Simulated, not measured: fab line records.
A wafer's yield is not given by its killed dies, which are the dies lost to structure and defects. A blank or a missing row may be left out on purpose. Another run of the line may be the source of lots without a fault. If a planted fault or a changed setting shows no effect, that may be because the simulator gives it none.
fab line records	flow nand-harc
record: lots: 12	wafers: 36	last-day: 34
route steps=1302 shown P_ZERO_WELL@19 P_GATE@170 END@1302
lots that met no fault: from a run of the same line without faults
start-h: start of the lot's first displayed wafer, in hours after the record's first day	wait-h: hours from the lot's prior step to this one	" the same as in the row above	L1.1+2: one row covering several wafers at once	- no value, or no start given	* or withheld: withheld	< > ~ a bound
route shown NAME@n: NAME is a module with steps in the file, n the number in the route of the first one	usual: mean/standard deviation of fault-free wafers	same: alike in all rows	chamber/n: place in a boat	sites: readings site by site	_std_site: the values' standard deviation	_edge_site: outer sites' mean less inner sites'	radius-mm: how far each site lies from the wafer's centre	mask NAME#n: copy n	behind: the last tool/chamber to shape the wafer	hold: what put the lot on hold/how long, in hours/how the hold closed	device: the transistor (n, p or np) that didn't switch	end of line: at the end of the route, the tests of the same wafers	step lacking rows: just its recipe	killed: count of dies lost to structure and defects at first sort (not the wafer's yield)	map: per-die view of a wafer (x killed, . not killed, _ where there is no die)
set.NAME: the setting the step ran with; set.NAME@STEP: the setting that earlier step ran with	model.NAME: the simulator's own value behind a step, which no gauge read
a sample of lots followed through the steps of the route, with each step as a table and each wafer as a row
services: the hour from which a tool's chamber was out of use, counted from the record's first day as start-h (under 0 if before that day), plus the number of hours and why
== steps ==
step: NHARC_P_ZERO_WELL_ETCH_63
recipe: target-depth-a: 1200	time-s: 40.1	hbr-flow-sccm: 150	cl2-flow-sccm: 50	rf-w: 400	icp-w: 400	bias-w: 100	chemistry: HBr/Cl2
usual: drypump-motor-current-A: 6.0/0.47	he-backside-leak-sccm: 2.75/0.23	oes-product-au: 0.999/0.0078	throttle-valve-pct: 26.405/0.0086
lot.wafer	tool	chamber	start-h	wait-h	drypump-motor-current-A	he-backside-leak-sccm	oes-product-au	rf-hours-counter-h	throttle-valve-pct
L249.2	rie-si-02	3	21.66	-	6.6	2.41	0.985	0.55	26.401
L249.1	"	0	"	"	6.1	2.82	0.999	0.42	26.399
L249.3	"	1	"	"	6.1	2.97	1.008	0.45	26.416
L250.2	rie-si-04	1	31.54	-	6.4	2.79	1.002	0.16	26.412
L250.3	"	2	"	"	5.8	2.92	1.010	0.19	26.419
L250.6	"	1	"	"	6.4	2.95	1.004	-	26.403
L251.1	rie-si-02	3	41.70	-	6.6	2.38	0.993	0.70	26.391
L251.5	"	0	"	"	6.1	2.81	0.993	-	26.405
L251.6	"	1	"	"	6.1	2.92	1.004	-	26.415
L252.4	rie-si-01	2	51.68	-	6.3	2.62	0.997	0.11	26.419
L252.3	"	3	"	"	5.8	3.06	0.998	0.15	26.401
L252.5	"	2	"	"	6.3	2.50	0.982	-	26.394
L253.3	rie-si-02	1	61.84	-	6.1	2.89	0.995	0.62	26.406
L253.6	"	2	"	"	5.7	2.34	0.998	-	26.412
L253.5	"	3	"	"	6.5	2.46	0.985	-	26.409
L254.1	rie-si-02	1	71.67	-	6.2	2.85	1.002	0.66	26.397
L254.6	"	3	"	"	6.6	2.43	0.990	-	26.418
L254.5	"	0	"	"	6.1	2.82	1.001	-	26.400
L255.1	rie-si-02	2	81.57	-	5.7	2.31	0.999	0.92	26.399
L255.4	"	3	"	"	6.6	2.46	0.983	0.89	26.404
L255.5	"	2	"	"	5.7	2.20	0.992	-	26.411
L257.3	rie-si-01	2	101.69	-	6.3	2.52	1.006	0.46	26.401
L257.2	"	0	"	"	4.9	2.92	1.008	0.57	26.425
L257.5	"	3	"	"	5.8	2.85	1.001	-	26.412
L261.1	rie-si-04	1	141.55	-	6.5	2.72	0.993	0.79	26.392
L261.4	"	2	"	"	5.8	2.99	1.003	0.85	26.412
L261.5	"	1	"	"	6.5	2.56	0.999	-	26.404
L266.2	rie-si-04	2	191.73	-	5.8	2.93	0.998	0.11	26.419
L266.1	"	1	"	"	6.4	2.68	0.992	0.07	26.410
L266.6	"	3	"	"	6.4	2.81	1.010	-	26.410
L271.4	rie-si-01	0	241.67	-	4.9	2.82	1.010	0.32	26.392
L271.6	"	3	"	"	5.8	3.11	1.007	-	26.408
L271.5	"	0	"	"	4.9	2.86	0.995	-	26.401
L272.1	rie-si-01	3	252.06	-	5.8	3.07	0.997	0.24	26.404
L272.4	"	0	"	"	4.9	2.96	0.984	0.38	26.403
L272.2	"	1	"	"	5.5	2.62	1.002	0.35	26.403
step: NHARC_P_ZERO_WELL_EXPOSE_34
recipe: na: 0.6	target-cd-nm: 720	dose-mj: 22.31	mask-id: P_PWELL
usual: exposure-dose-mJ-cm2: 22.307/0.024
lot.wafer	tool	chamber	start-h	wait-h	mask	exposure-dose-mJ-cm2
L249.1	krf-scanner-01	0	23.95	-	P_PWELL#0	22.326
L249.2	"	0	"	"	P_PWELL#0	22.330
L249.3	"	0	"	"	P_PWELL#0	22.346
L250.2	krf-scanner-03	0	33.81	-	P_PWELL#0	22.346
L250.3	"	0	"	"	P_PWELL#0	22.287
L250.6	"	0	"	"	P_PWELL#0	22.305
L251.1	krf-scanner-01	0	44.06	-	P_PWELL#0	22.312
L251.5	"	0	"	"	P_PWELL#0	22.304
L251.6	"	0	"	"	P_PWELL#0	22.285
L252.3	krf-scanner-01	0	54.01	-	P_PWELL#0	22.308
L252.4	"	0	"	"	P_PWELL#0	22.306
L252.5	"	0	"	"	P_PWELL#0	22.315
L253.3	krf-scanner-03	0	64.24	-	P_PWELL#0	22.327
L253.5	"	0	"	"	P_PWELL#0	22.326
L253.6	"	0	"	"	P_PWELL#0	22.298
L254.1	krf-scanner-03	0	73.92	-	P_PWELL#0	22.301
L254.5	"	0	"	"	P_PWELL#0	22.312
L254.6	"	0	"	"	P_PWELL#0	22.328
L255.1	krf-scanner-01	0	83.84	-	P_PWELL#0	22.324
L255.4	"	0	"	"	P_PWELL#0	22.317
L255.5	"	0	"	"	P_PWELL#0	22.363
L257.2	krf-scanner-02	0	104.16	-	P_PWELL#0	22.339
L257.3	"	0	"	"	P_PWELL#0	22.320
L257.5	"	0	"	"	P_PWELL#0	22.343
L261.1	krf-scanner-03	0	143.98	-	P_HVPW#0	22.271
L261.4	"	0	"	"	P_HVPW#0	22.283
L261.5	"	0	"	"	P_HVPW#0	22.276
L266.1	krf-scanner-02	0	194.21	-	P_PWELL#0	22.303
L266.2	"	0	"	"	P_PWELL#0	22.278
L266.6	"	0	"	"	P_PWELL#0	22.307
L271.4	krf-scanner-02	0	244.09	-	P_PWELL#0	22.384
L271.5	"	0	"	"	P_PWELL#0	22.320
L271.6	"	0	"	"	P_PWELL#0	22.341
L272.1	krf-scanner-01	0	254.34	-	P_PWELL#0	22.304
L272.2	"	0	"	"	P_PWELL#0	22.314
L272.4	"	0	"	"	P_PWELL#0	22.305
step: NHARC_P_ZERO_WELL_CD_MEAS_37
recipe: target-cd-nm: 720	landing-energy-ev: 500
usual: cd-nm: 720.5/1.6
lot.wafer	tool	chamber	start-h	wait-h	cd-nm
L249.1	cd-sem-02	0	24.11	-	721.1
L249.2	"	0	"	"	720.1
L249.3	"	0	"	"	720.5
L250.2	cd-sem-03	0	33.96	-	721.1
L250.3	"	0	"	"	721.3
L250.6	"	0	"	"	721.1
L251.1	cd-sem-01	0	44.22	-	721.7
L251.5	"	0	"	"	722.7
L251.6	"	0	"	"	722.3
L252.3	cd-sem-02	0	54.16	-	719.7
L252.4	"	0	"	"	720.3
L252.5	"	0	"	"	719.7
L253.3	cd-sem-01	0	64.39	-	718.0
L253.5	"	0	"	"	716.1
L253.6	"	0	"	"	717.4
L254.1	cd-sem-02	0	74.07	-	717.7
L254.5	"	0	"	"	717.5
L254.6	"	0	"	"	720.7
L255.1	cd-sem-01	0	84.00	-	718.9
L255.4	"	0	"	"	718.4
L255.5	"	0	"	"	718.2
L257.2	cd-sem-01	0	104.31	-	720.7
L257.3	"	0	"	"	720.8
L257.5	"	0	"	"	721.4
L261.1	cd-sem-03	0	144.13	-	-
L261.4	"	0	"	"	-
L261.5	"	0	"	"	-
L266.1	cd-sem-01	0	194.37	-	721.2
L266.2	"	0	"	"	720.9
L266.6	"	0	"	"	719.2
L271.4	cd-sem-01	0	244.24	-	722.3
L271.5	"	0	"	"	721.4
L271.6	"	0	"	"	721.3
L272.1	cd-sem-02	0	254.49	-	720.9
L272.2	"	0	"	"	722.3
L272.4	"	0	"	"	721.7
step: NHARC_P_GATE_CD_MEAS_46
recipe: target-cd-nm: 720	landing-energy-ev: 500
usual: cd-nm: 720.5/1.3
lot.wafer	tool	chamber	start-h	wait-h	cd-nm
L249.1	cd-sem-02	0	108.87	-	719.1
L249.2	"	0	"	"	718.6
L249.3	"	0	"	"	719.8
L250.2	cd-sem-03	0	117.34	-	722.2
L250.3	"	0	"	"	721.2
L250.6	"	0	"	"	719.5
L251.1	cd-sem-03	0	130.16	-	719.9
L251.5	"	0	"	"	720.4
L251.6	"	0	"	"	720.1
L252.3	cd-sem-03	0	145.12	-	721.1
L252.4	"	0	"	"	720.8
L252.5	"	0	"	"	719.7
L253.3	cd-sem-02	0	145.53	-	717.3
L253.5	"	0	"	"	718.5
L253.6	"	0	"	"	718.9
L254.1	cd-sem-03	0	154.65	-	722.8
L254.5	"	0	"	"	722.8
L254.6	"	0	"	"	722.4
L255.1	cd-sem-02	0	171.05	-	720.1
L255.4	"	0	"	"	721.5
L255.5	"	0	"	"	719.3
L257.2	cd-sem-02	0	194.99	-	720.3
L257.3	"	0	"	"	722.2
L257.5	"	0	"	"	721.0
L266.1	cd-sem-01	0	273.77	-	722.0
L266.2	"	0	"	"	722.1
L266.6	"	0	"	"	722.1
L271.4	cd-sem-01	0	330.02	-	720.4
L271.5	"	0	"	"	719.1
L271.6	"	0	"	"	718.8
L272.1	cd-sem-02	0	344.39	-	721.8
L272.2	"	0	"	"	720.2
L272.4	"	0	"	"	722.0
step: NHARC_P_GATE_STRIP_111
recipe: power-w: 1500	temp-c: 110	time-s: 250	chemistry: N2/H2
usual: drypump-motor-current-A: 5.6/0.6	heater-power-w: 87/9.3
lot.wafer	tool	chamber	start-h	wait-h	drypump-motor-current-A	heater-power-w	rf-hours-counter-h
L249.2	plasma-asher-01	1	109.42	0.2	6.2	97	21
L249.1	"	0	"	"	5.1	85	21
L249.3	"	1	"	"	6.2	96	-
L250.2	plasma-asher-01	0	117.92	0.2	5.1	86	23
L250.3	"	1	"	"	6.3	97	-
L250.6	"	0	"	"	5.1	86	-
L251.1	plasma-asher-01	0	130.69	0.2	5.1	86	24
L251.5	"	0	"	"	5.1	85	-
L251.6	"	1	"	"	6.2	97	-
L252.4	plasma-asher-01	1	145.74	0.2	6.2	98	-
L252.3	"	0	"	"	5.1	87	-
L252.5	"	0	"	"	5.1	84	-
L253.3	plasma-asher-02	0	146.18	0.2	6.2	69	-
L253.5	"	0	"	"	6.2	68	-
L253.6	"	1	"	"	4.9	81	-
L254.1	plasma-asher-01	1	155.40	0.2	6.2	95	31
L254.5	"	0	"	"	5.1	83	-
L254.6	"	1	"	"	6.3	96	-
L255.1	plasma-asher-02	0	171.82	0.4	6.2	70	19
L255.4	"	0	"	"	6.2	69	-
L255.5	"	0	"	"	6.2	69	-
L257.2	plasma-asher-02	1	195.52	0.2	4.9	79	25
L257.3	"	0	"	"	6.2	70	-
L257.5	"	0	"	"	6.2	69	-
L266.1	plasma-asher-01	0	274.31	0.2	5.1	89	20
L266.2	"	1	"	"	6.3	96	20
L266.6	"	0	"	"	5.1	90	-
L271.4	plasma-asher-01	1	330.64	0.2	6.3	93	-
L271.6	"	1	"	"	6.2	96	-
L271.5	"	0	"	"	5.1	93	-
L272.1	plasma-asher-02	0	345.36	0.6	6.2	73	17
L272.2	"	1	"	"	4.9	84	17
L272.4	"	0	"	"	6.2	73	-
step: NHARC_END_SORT_01
recipe: temp-c: 25
usual: killed-at-array: 63/18	killed-at-other: 1.1/1.3	killed-at-periphery: 4.3/2.8	killed-dies: 68/18	killed-open: 3.3/2	killed-short: 2.4/1.6
same: gross-dies: 677
lot.wafer	tool	chamber	start-h	wait-h	killed-at-array	killed-at-other	killed-at-periphery	killed-dies	killed-open	killed-short
L261.1	prober-02	0	736.86	2.5	52	1	624	677	6	2
L261.4	prober-02	0	739.29	3.4	66	0	611	677	3	3
L261.5	prober-02	0	740.10	3.7	60	0	617	677	6	1
killed by level:class
L261.1 P_ZERO_WELL:area-expose=616 A_SLIT:chamber-film-flake=26 A_CHANNEL_HOLE_D2:chamber-film-flake=10 A_CONTACT:chamber-film-flake=7 P_M1:geometric-particle:open=2 P_CONTACT:chamber-film-flake=2 A_CHANNEL_HOLE_D1:chamber-film-flake=2 P_CONTACT:geometric-particle:open=1
L261.4 P_ZERO_WELL:area-expose=608 A_SLIT:chamber-film-flake=34 A_CONTACT:chamber-film-flake=8 A_CHANNEL_HOLE_D2:chamber-film-flake=7 A_CHANNEL_HOLE_D1:chamber-film-flake=6 A_STAIRCASE:chamber-film-flake=3 A_WL_FILL:chamber-film-flake=3 P_CONTACT:geometric-particle:short=1
L261.5 P_ZERO_WELL:area-expose=613 A_SLIT:chamber-film-flake=29 A_CHANNEL_HOLE_D2:chamber-film-flake=13 A_CONTACT:chamber-film-flake=9 A_CHANNEL_HOLE_D1:chamber-film-flake=3 P_CONTACT:geometric-particle:open=2 P_GATE:geometric-particle:open=1 P_M2:geometric-particle:open=1
== services ==
tool	chamber	start-h	hours	kind
rie-si-01	-	16.00	9.0	pm
plasma-asher-01	-	20.42	9.7	repair
krf-scanner-03	-	52.00	4.0	pm
krf-scanner-03	-	70.43	0.5	repair
plasma-asher-02	-	72.08	9.0	pm
krf-scanner-01	-	90.61	1.0	repair
rie-si-02	-	100.00	9.0	pm
plasma-asher-01	-	101.62	4.1	repair
krf-scanner-03	-	107.86	4.0	repair
krf-scanner-01	-	114.51	0.7	repair
krf-scanner-01	-	119.17	0.4	repair
krf-scanner-01	-	129.02	3.1	repair
krf-scanner-01	-	140.00	4.0	pm
rie-si-01	2	151.84	8.6	repair
plasma-asher-01	-	165.00	9.0	pm
plasma-asher-01	-	184.56	25.4	repair
rie-si-01	-	193.00	9.0	pm
krf-scanner-03	-	205.00	2.3	repair
krf-scanner-03	-	224.00	4.0	pm
rie-si-02	1	248.29	3.5	repair
plasma-asher-02	-	249.08	9.0	pm
rie-si-02	-	277.00	9.0	pm
krf-scanner-01	-	312.00	4.0	pm
plasma-asher-01	-	342.00	9.0	pm
== key ==
first-sign: step: NHARC_P_ZERO_WELL_EXPOSE_34	reading: mask	direction: changed
effect: step: NHARC_P_ZERO_WELL_CD_MEAS_37	reading: cd-nm	direction: missing
effect: step: NHARC_END_SORT_01	reading: killed-at-periphery	direction: up	sigmas: 99+	usual: 4.3	struck: 617.3
more-kills-born-at: NHARC_P_ZERO_WELL_EXPOSE_34@krf-scanner-03: 1837
met-at NHARC_P_ZERO_WELL_EXPOSE_34
struck-lots L261
later-rows-left-out L261.1,L261.4,L261.5
tester-left-out L261
not-acting-at NHARC_P_ZERO_WELL_ETCH_63,NHARC_P_GATE_CD_MEAS_46,NHARC_P_GATE_STRIP_111
onset-between 73.92 143.98
fault: kind: wrong-mask	tool: any	chamber: -	onset-h: 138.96	steps: NHARC_P_ZERO_WELL_EXPOSE_34	aux-copy: P_HVPW#0	scope: struck-lots-only
tester-left-out: of these lots the tester's yield and bins aren't shown, on N5 and GAA mostly nor the transistor test; their killed dies are dies lost to structure and defects alone, not to doping, threshold or leakage, so they don't give the yield
later-rows-left-out: the simulator's readings of these wafers behind a module that went badly wrong aren't trusted and aren't shown, but for the sort
